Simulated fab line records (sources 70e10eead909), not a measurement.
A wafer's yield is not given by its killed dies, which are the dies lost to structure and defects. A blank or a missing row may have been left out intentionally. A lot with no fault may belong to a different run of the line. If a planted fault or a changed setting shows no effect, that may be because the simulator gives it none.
What tool caused it? -- flow nand-harc -- Sampling: 14 lots, 42 wafers, 4 of 1302 route steps

## WHAT THE GAUGES SHOWED, per wafer
Not one reading of a measure or inspect step in the record can be checked against a usual standard deviation.

## WHICH TOOL RAN EACH LOT (tool, then ch and the chambers of the sampled wafers, then the start)
lot,NHARC_A_CHANNEL_HOLE_D2_ETCH_38,NHARC_A_CHANNEL_HOLE_D2_ETCH_21,NHARC_A_CHANNEL_HOLE_D2_ETCH_44,NHARC_A_CHANNEL_HOLE_D2_XSEM_32
L386,"rie-diel-09 ch 1,3, day 13 08:47","har-etch-02 ch 0,1, day 13 11:50","rie-diel-09 ch 0,2,3, day 13 16:04","xsem-01 ch 0, day 13 16:57"
L385,"rie-diel-02 ch 0,2, day 13 09:07","har-etch-01 ch 0,1, day 13 15:38","rie-diel-02 ch 0,3, day 13 19:52","xsem-02 ch 0, day 13 20:45"
L388,"rie-diel-06 ch 2,3, day 14 05:51","har-etch-01 ch 0,1, day 14 07:33","rie-diel-06 ch 0,2,3, day 14 11:55","xsem-02 ch 0, day 14 12:55"
L387,"rie-diel-09 ch 1,2,3, day 14 06:11","har-etch-02 ch 0,1, day 14 07:47","rie-diel-06 ch 2,3, day 14 12:28","xsem-01 ch 0, day 14 13:37"
L390,"rie-diel-02 ch 0,1,3, day 15 01:41","har-etch-02 ch 0,1, day 15 03:13","rie-diel-09 ch 0,1,3, day 15 07:29","xsem-02 ch 0, day 15 08:23"
L389,"rie-diel-09 ch 0,3, day 15 02:25","har-etch-01 ch 0,1, day 15 04:43","rie-diel-09 ch 0,1,2, day 15 09:00","xsem-01 ch 0, day 15 09:55"
L391,"rie-diel-09 ch 0,1,3, day 16 02:56","har-etch-02 ch 1, day 16 04:31","rie-diel-09 ch 1,2, day 16 08:44","xsem-02 ch 0, day 16 09:38"
L393,"rie-diel-09 ch 0,1,3, day 17 05:04","har-etch-01 ch 0,1, day 17 06:40","rie-diel-09 ch 0,2,3, day 18 02:15","xsem-01 ch 0, day 18 03:08"
L394,"rie-diel-09 ch 0,1,3, day 17 17:52","har-etch-02 ch 0,1, day 18 02:30","rie-diel-06 ch 0,1,2, day 18 06:48","xsem-02 ch 0, day 18 07:41"
L396,"rie-diel-06 ch 1,2,3, day 17 21:27","har-etch-01 ch 0,1, day 18 06:17","rie-diel-06 ch 0,3, day 18 10:34","xsem-01 ch 0, day 18 11:28"
L400,"rie-diel-02 ch 1,2,3, day 19 13:15","har-etch-02 ch 1, day 19 14:46","rie-diel-02 ch 0,2, day 19 19:04","xsem-01 ch 0, day 19 19:56"
L407,"rie-diel-09 ch 0,2,3, day 22 12:31","har-etch-01 ch 1, day 22 14:05","rie-diel-06 ch 0,2, day 22 18:18","xsem-02 ch 0, day 22 19:11"
L406,"rie-diel-02 ch 0,1,2, day 22 13:31","har-etch-02 ch 0,1, day 22 18:03","rie-diel-09 ch 0,1,3, day 22 22:21","xsem-01 ch 0, day 22 23:13"
L408,"rie-diel-09 ch 0,1,2, day 23 00:55","har-etch-02 ch 0,1, day 23 03:05","rie-diel-09 ch 0,2,3, day 23 07:16","xsem-02 ch 0, day 23 08:08"
- NHARC_A_CHANNEL_HOLE_D2_ETCH_38: etches the open film in CF4, target depth 39 nm, time 65 s.
- NHARC_A_CHANNEL_HOLE_D2_ETCH_21: etches the open film in C4F8/O2/Ar, time 514.3 s, target depth 1600 nm.
- NHARC_A_CHANNEL_HOLE_D2_ETCH_44: etches the open film in CF4/O2, target depth 140 nm, overetch 14 nm, time 77 s.
- NHARC_A_CHANNEL_HOLE_D2_XSEM_32

## AS READ BY THE TOOLS THEMSELVES (means over the sampled wafers that have a number; for cases with no such wafer, the mark the record gives instead)
NHARC_A_CHANNEL_HOLE_D2_ETCH_38.
lot,tool,drypump-motor-current-A (A),oes-product-au (a.u.),rf-vpp-V (V),run-length-s (s),showerhead-plenum-p-Torr (Torr),throttle-valve-pct (%)
L386,rie-diel-09,5.1,1.006,151.0,85.9,1.79,13.280
L385,rie-diel-02,6.2,0.999,150.2,86.2,1.72,13.279
L388,rie-diel-06,6.1,0.998,150.7,86.0,1.73,13.282
L387,rie-diel-09,5.2,0.997,150.9,85.8,1.75,13.283
L390,rie-diel-02,5.8,1.002,150.7,86.4,1.73,13.287
L389,rie-diel-09,5.0,0.996,151.2,86.3,1.76,13.278
L391,rie-diel-09,5.1,1.009,150.4,86.1,1.78,13.287
L393,rie-diel-09,5.1,1.001,150.6,86.2,1.78,13.292
L394,rie-diel-09,5.1,1.001,151.2,86.1,1.78,13.286
L396,rie-diel-06,5.9,0.998,151.4,86.2,1.74,13.273
L400,rie-diel-02,5.7,1.001,150.3,86.4,1.70,13.284
L407,rie-diel-09,5.2,1.006,151.1,86.3,1.71,13.277
L406,rie-diel-02,5.9,0.994,149.9,86.4,1.70,13.289
L408,rie-diel-09,5.3,1.004,150.8,86.2,1.73,13.277

NHARC_A_CHANNEL_HOLE_D2_ETCH_21.
lot,tool,drypump-motor-current-A (A),he-backside-leak-sccm (sccm),showerhead-plenum-p-Torr (Torr),throttle-valve-pct (%)
L386,har-etch-02,5.40,6.2,3.48,32.159
L385,har-etch-01,5.75,7.3,3.66,32.152
L388,har-etch-01,5.82,6.3,3.64,32.155
L387,har-etch-02,5.39,6.4,3.48,32.149
L390,har-etch-02,5.39,6.4,3.47,32.159
L389,har-etch-01,5.82,6.3,3.64,32.165
L391,har-etch-02,5.29,6.1,3.49,32.159
L393,har-etch-01,5.75,6.0,3.63,32.150
L394,har-etch-02,5.48,5.5,3.92,32.152
L396,har-etch-01,5.72,6.4,3.63,32.159
L400,har-etch-02,5.30,5.1,3.91,32.156
L407,har-etch-01,5.90,7.2,3.58,32.158
L406,har-etch-02,5.39,5.4,3.89,32.153
L408,har-etch-02,5.47,5.6,3.88,32.156

NHARC_A_CHANNEL_HOLE_D2_ETCH_44.
lot,tool,drypump-motor-current-A (A),oes-product-au (a.u.),rf-vpp-V (V),run-length-s (s),showerhead-plenum-p-Torr (Torr),throttle-valve-pct (%)
L386,rie-diel-09,5.2,1.005,198.0,98.3,1.29,13.394
L385,rie-diel-02,6.1,1.003,197.7,98.1,1.32,13.399
L388,rie-diel-06,5.8,1.003,197.4,98.3,1.33,13.393
L387,rie-diel-06,6.2,0.999,197.0,97.9,1.31,13.401
L390,rie-diel-09,5.1,0.996,198.2,98.2,1.34,13.394
L389,rie-diel-09,5.3,0.999,198.3,98.2,1.31,13.395
L391,rie-diel-09,5.4,0.997,196.5,98.1,1.29,13.402
L393,rie-diel-09,5.2,0.992,195.8,98.3,1.29,13.392
L394,rie-diel-06,5.9,0.986,197.1,98.1,1.32,13.402
L396,rie-diel-06,5.6,0.989,198.6,98.1,1.34,13.399
L400,rie-diel-02,6.0,0.995,196.8,98.2,1.27,13.391
L407,rie-diel-06,5.7,1.008,197.1,98.1,1.34,13.400
L406,rie-diel-09,5.1,1.001,198.0,95.2,1.34,13.384
L408,rie-diel-09,5.2,1.005,197.2,95.7,1.29,13.390

NHARC_A_CHANNEL_HOLE_D2_XSEM_32.
lot,tool,bot-cd-nm (nm),bow-nm (nm),tilt-deg (degrees)
L386,xsem-01,76.0,8.81,0.09
L385,xsem-02,74.6,8.56,0.03
L388,xsem-02,76.8,8.16,0.06
L387,xsem-01,74.5,8.55,0.11
L390,xsem-02,76.2,8.39,0.03
L389,xsem-01,74.1,9.14,0.03
L391,xsem-02,74.2,8.40,0.05
L393,xsem-01,76.3,8.59,0.04
L394,xsem-02,75.1,8.40,0.10
L396,xsem-01,73.3,8.27,0.07
L400,xsem-01,74.3,8.76,0.12
L407,xsem-02,74.3,8.96,0.02
L406,xsem-01,73.0,8.79,0.03
L408,xsem-02,75.6,8.98,0.06

## THE ANSWER, worked out from the rows above alone
Rule: the lots themselves supply what counts as usual. Put in order of their means at a reading, lots are off if they are a third of the lots or fewer, leave a main group of 4 or more, and stand apart from it by a gap of 3 or more times the standard deviation of the main group's means; of several such gaps the widest counts. The tables above print the reading to a certain number of digits; a main group whose means all agree to those digits is not used. Also off: a lot with no number at a reading for which 4 or more lots have one. Where the step has rows for the other lots, those lots are counted as sound. First the gauges in route order, then the tools' own readings, where a lot's mean is used as printed above. At the first step where some lot is off, the reading lying furthest off is the one used; lots without a number count as furthest.
Off: L406, L408, at NHARC_A_CHANNEL_HOLE_D2_ETCH_44 (run-length-s). Main group: mean 98.2 s, sd 0.11.
A tool fits if, at that step or a process step before it, it ran every lot that is off, and no sound lot after the first of them. 2 tools fit, har-etch-02 at NHARC_A_CHANNEL_HOLE_D2_ETCH_21 and rie-diel-09 at NHARC_A_CHANNEL_HOLE_D2_ETCH_44, so this cannot tell which one it is.

## WHAT HAD BEEN PUT IN BY THE SIMULATOR
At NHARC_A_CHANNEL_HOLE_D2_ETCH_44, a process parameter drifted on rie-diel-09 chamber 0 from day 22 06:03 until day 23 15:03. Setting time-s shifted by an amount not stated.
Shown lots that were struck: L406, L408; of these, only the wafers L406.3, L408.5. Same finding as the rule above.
